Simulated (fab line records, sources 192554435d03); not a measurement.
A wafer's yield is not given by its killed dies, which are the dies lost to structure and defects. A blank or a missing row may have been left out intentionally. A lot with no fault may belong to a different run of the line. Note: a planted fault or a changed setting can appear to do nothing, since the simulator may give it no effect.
A struck lot beside a sound one + flow n5_finfet + 35 out of 1938 route steps
Sound: the wafers L195.3, L195.5, L195.6. Wafers L200.3, L200.5, L200.6 were the ones struck. The cause comes at the end.
Each step with rows lists, per side, the tool, then ch with its chambers, then its first start. Under that, the readings that differ: sound wafers + struck wafers + difference of the means + sigmas: that difference in standard deviations of wafers without a fault.
alike: a reading whose means differ by less than 2 such deviations, as well as words and numbers matching on both sides. not compared: withheld readings; readings where some wafer has no value; bounds like >300 that might hide an equal value; numbers whose values overlap and for which the record gives no deviation.
Wherever a step has rows on one side only, a row that says differs or no value, or a row with sigmas, the two part there. Non-overlapping numbers with no deviation appear without sigmas and do not part them. A reading that every wafer of one side lacks parts them only if that side has two wafers or more.

first, 12 steps without rows for these wafers: N5_SD_EPI_P_ETCH_37 (etches SOC in N2/H2, overetch 108 nm, time 486 s); N5_SD_EPI_P_STRIP_38 (strips in N2/H2); N5_SD_EPI_P_ETCHBACK_46 (etches SiNx in CH3F/O2, stops on SiO2, target depth 17.5 nm); N5_SD_EPI_P_ETCH_47 (etches SiOCN in CH3F/O2, target depth 25 nm); N5_SD_EPI_P_ETCH_16 (etches SiO2 in CHF3/O2, target depth 5 nm); N5_SD_EPI_P_STRIP_50 (strips in CHF3/O2); N5_SD_EPI_P_SD_RECESS_17 (chemistry HBr/Cl2/O2, target depth 39.1 nm, bt time 3 s); N5_SD_EPI_P_WET_ETCH_45 (etches SiO2 in dHF, time 10.7 s, target depth 2 nm, rinse time 30 s); N5_SD_EPI_P_STRIP_40 (strips in N2/H2); N5_SD_EPI_P_PRECLEAN_52 (cleans in O3/DIW, time 60 s); N5_SD_EPI_P_SRD_20 (time 30 s); N5_SD_EPI_P_PRECLEAN_51 (cleans in NF3:NH3, afs cycles 1, time 20 s, sublimation time 60 s).
N5_SD_EPI_P_VAPOR_ETCH_44: etches SiGe30 in NF3/Ar, time 3.3 s.
  sound on epi_rpcvd-02 ch 0, day 5 05:18; struck on epi_rpcvd-04 ch 0, day 6 09:25
then, 20 steps without rows for these wafers: N5_SD_EPI_P_EPI_21 (deposits SiGe:B, time 355 s); N5_SD_EPI_P_HM_STRIP_48 (strips SiNx in H3PO4, material SiNx, target depth 3 nm); N5_SD_EPI_P_SRD_49 (time 30 s); N5_SD_EPI_P_PRECLEAN_24 (cleans in O3/DIW, time 45 s); N5_SD_EPI_P_PRECLEAN_32 (cleans in dHF, time 10 s); N5_SD_EPI_P_PRECLEAN_33 (cleans in SC2, time 45 s); N5_SD_EPI_P_SRD_25 (time 30 s); N5_SD_ACTIVATION_RTA_00 (time 0 s); N5_SD_ACTIVATION_LSA_01 (time 0.0008 s); N5_ILD0_LINER_00 (material SiNx, target thk 4 nm, pulse time 1 s, purge time 2 s); N5_ILD0_FCVD_FILL_01 (material SiO2 flowable, target thk 200 nm, time 328.3 s); N5_ILD0_CURE_02 (time 1800 s); N5_ILD0_CMP_03 (polishes, stops on SiNx, t overpolish 1.9 s, target thk 197.38 nm); N5_ILD0_CMP_07 (polishes SiO2 flowable, stops on poly-Si, t overpolish 1.18 s, target thk 138.88 nm); N5_ILD0_PRECLEAN_10 (cleans in NF3:NH3, afs cycles 5, time 20 s, sublimation time 60 s); N5_ILD0_ALD_15 (deposits SiNx, target thk 24 nm, pulse time 1 s, ald cycles 480); N5_ILD0_CMP_12 (polishes SiNx, stops on poly-Si, t overpolish 6 s, target thk 17.67 nm); N5_SDB_HM_DEP_00 (deposits SiNx from SiH4/NH3/N2, target thk 40 nm, time 35.3 s); N5_SDB_COAT_03 (time 60 s, resist thk 100 nm); N5_SDB_COAT_04 (time 60 s, resist thk 18 nm).
-- the record jumps here: 6 days lie between the struck wafers' starts before and after (it left off in module SDB and takes up again in module BEOL_M4, whose first step shown is number 1111 of the route) --
N5_BEOL_M4_RC_MEAS_101:
  sound on prober-02 ch 0, day 11 07:48; struck on prober-02 ch 0, day 12 12:27
| reading            | sound             | struck            | difference | sigmas |
|--------------------|-------------------|-------------------|------------|--------|
| IOFF_P (nA/um)     | 0.32 0.26 0.22    | 0.54 0.80 0.61    | +0.38      | +8     |
| IOFF_P_85C (nA/um) | 5.2 4.4 3.8       | 7.7 10.8 8.6      | +4.6       | +7     |
| IOFF_P_LIN (nA/um) | 0.130 0.113 0.100 | 0.219 0.218 0.241 | +0.112     | +7     |
| ION_P (uA/um)      | 464 459 466       | 522 486 522       | +47        | +4     |
| REXT_P (ohm.um)    | 101 101 102       | 87 89 87          | -14        | -5     |
| VT_P (mV)          | -245 -247 -251    | -232 -232 -231    | +16        | +4     |
| VT_P_LVT (mV)      | -94 -95 -97       | -81 -83 -80       | +14        | +4     |
  alike: DIBL_N, DIBL_P, IOFF_N, ION_N, SS_N, SS_P, VT_N
-- record jumps: 4 days separate the struck wafers' starts on either side; left off in module BEOL_M4, taken up again in module PASSIVATION, whose first shown step is the route's number 1936 --
N5_PASSIVATION_PROBE_49:
  struck on prober-01, day 16 20:48; sound on prober-01, day 15 19:01
| reading                | sound          | struck      | difference | sigmas |
|------------------------|----------------|-------------|------------|--------|
| killed_at_M4_up        | 25 25 16       | 9 6 6       | -15        | -3     |
| sort_bin_4_leakage (%) | 1 0 0          | 10 76 25    | +37        | +10    |
| sort_n_pass            | 1067 1064 1106 | 942 178 765 | -451       | -9     |
| sort_yield_pct (%)     | 90 90 94       | 80 15 65    | -38        | -9     |
  alike: defect_limited_yield, killed_at_M0_to_M3, killed_at_contacts, killed_at_front_end, killed_at_other, killed_dies, killed_open, killed_short, sort_bin_5_function, sort_bin_6_memory, sort_bin_8_speed

WHERE THEY PART
Last at N5_PASSIVATION_PROBE_49 as far as this record goes, first at N5_BEOL_M4_RC_MEAS_101.

WHY: the cause the simulator had injected
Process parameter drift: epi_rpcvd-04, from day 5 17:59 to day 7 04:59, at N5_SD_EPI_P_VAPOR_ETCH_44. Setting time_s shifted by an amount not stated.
